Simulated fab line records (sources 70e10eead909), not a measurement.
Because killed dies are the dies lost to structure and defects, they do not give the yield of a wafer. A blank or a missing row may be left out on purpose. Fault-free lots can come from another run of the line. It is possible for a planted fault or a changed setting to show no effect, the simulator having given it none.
Matching of chambers -- flow nand-harc -- NHARC_A_CHANNEL_FILL_D2_ALD_14 on ald-hk-01 has 4 sister chambers
The step deposits SiO2, target thk 2.5 nm, pulse time 10 s, ald cycles 25. 20 wafers are shown with their chamber, then 10 later ones without.

== WAFERS, EACH WITH ITS CHAMBER ==
wafer,chamber,heater-power-w (W),precursor-pulse-height-rel
L075.1,1,551,1.027
L075.2,3,423,0.985
L075.5,2,445,1.003
L076.1,1,565,1.017
L076.2,2,444,1.017
L076.4,3,422,0.982
L081.4,0,381,1.001
L081.5,1,563,1.029
L081.6,0,373,0.999
L083.2,1,580,1.013
L083.3,0,380,1.029
L083.5,3,432,1.009
L084.1,2,432,1.009
L084.2,1,569,1.015
L084.6,0,383,1.015
L089.1,3,435,0.976
L089.2,2,432,0.976
L089.4,1,563,1.024
L088.2,3,433,1.010
L088.4,0,388,1.005

SIGNATURES (averages over the wafers above)
reading,chamber 0,chamber 1,chamber 2,chamber 3,scatter within a chamber
heater-power-w,381.00,565.17,438.25,429.00,7.36
precursor-pulse-height-rel,1.00980,1.02083,1.00125,0.99240,0.0132
Rule: a wafer's distance from a chamber is the root of the sum, over the readings, of the square of ((its reading less the chamber's mean) divided by the reading's scatter). If the next closest chamber is less than 2 further off than the closest, the wafer can't be placed; otherwise it belongs to the closest. How the scatter is found: for the shown wafers, subtract from each reading the mean of its chamber, square and add these, divide the total by (wafers less chambers), then take the root.

== WAFERS MISSING THEIR CHAMBER ==
wafer,heater-power-w (W),precursor-pulse-height-rel
L088.5,377,0.980
L091.2,563,1.008
L091.3,386,1.015
L091.6,582,1.011
L095.2,380,1.015
L095.4,478,1.017
L095.5,471,0.996
L096.2,555,1.045
L096.4,383,0.998
L096.6,551,0.972

== THE CHAMBER EACH PASSED THROUGH ==
wafer,from the rows above,in truth
L088.5,0,0
L091.2,1,1
L091.3,0,0
L091.6,1,1
L095.2,0,0
L095.4,can't be placed: 2 or 3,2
L095.5,can't be placed: 2 or 3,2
L096.2,1,1
L096.4,0,0
L096.6,1,1
8 of 10 placed correctly. Unplaceable from these rows: 2, with the true chamber sitting among the candidates in 2. Number placed wrongly: 0.
